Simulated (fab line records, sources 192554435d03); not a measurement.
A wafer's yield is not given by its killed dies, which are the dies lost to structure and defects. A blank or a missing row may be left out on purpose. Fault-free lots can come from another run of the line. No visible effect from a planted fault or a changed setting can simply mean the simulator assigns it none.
Chamber matching | flow n5 finfet | N5_SD_EPI_N_LINER_46 on ald sin-03 has 4 sister chambers
The step material SiNx, target thk 3 nm. 8 wafers are shown with their chamber, then 12 later ones without.

## EACH WAFER AND ITS CHAMBER
wafer  | chamber | heater power w (W) | susceptor temp C (C)
L082.6 | 0       | 840                | 400.14
L085.4 | 2       | 919                | 400.16
L087.1 | 3       | 842                | 399.85
L087.3 | 1       | 825                | 400.21
L087.5 | 2       | 914                | 400.03
L088.1 | 1       | 878                | 399.84
L088.2 | 3       | 848                | 400.24
L088.4 | 0       | 814                | 400.21

## WAFERS WHOSE CHAMBER IS MISSING
wafer  | heater power w (W) | susceptor temp C (C)
L089.2 | 826                | 400.06
L089.3 | 822                | 400.00
L089.5 | 835                | 399.88
L091.3 | 842                | 400.47
L091.4 | 839                | 399.48
L091.6 | 850                | 400.23
L096.1 | 822                | 399.91
L096.2 | 936                | 400.13
L096.6 | 843                | 400.02
L097.1 | 854                | 399.85
L097.3 | 943                | 399.98
L097.5 | 826                | 400.40

## WHICH CHAMBER EACH ONE RAN IN
wafer  | from the rows above               | in truth
L089.2 | can't be placed: 0 or 3 or 1      | 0
L089.3 | can't be placed: 0 or 3 or 1      | 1
L089.5 | can't be placed: 3 or 1 or 0      | 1
L091.3 | can't be placed: 0 or 3 or 1      | 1
L091.4 | can't be placed: 1 or 3 or 0 or 2 | 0
L091.6 | can't be placed: 3 or 1 or 0      | 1
L096.1 | can't be placed: 3 or 0 or 1      | 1
L096.2 | 2                                 | 2
L096.6 | can't be placed: 3 or 1 or 0      | 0
L097.1 | can't be placed: 1 or 3 or 0      | 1
L097.3 | 2                                 | 2
L097.5 | can't be placed: 0 or 3 or 1      | 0
Placed correctly: 2 of 12. Unplaceable from these rows: 10, with the true chamber sitting among the candidates in 10. Wrongly placed: 0.
How it was worked out, from the rows above alone: a wafer's distance from a chamber is the root of the sum, over the readings, of the square of ((its reading less the chamber's mean) divided by the reading's scatter). The wafer belongs to the nearest chamber; if the next one is less than 2 further off, it can't be placed. The mean given for a chamber averages the wafers shown for that chamber. The scatter is the square root of a quotient: the sum, over the shown wafers, of each reading's squared deviation from its chamber's mean, divided by wafers minus chambers.
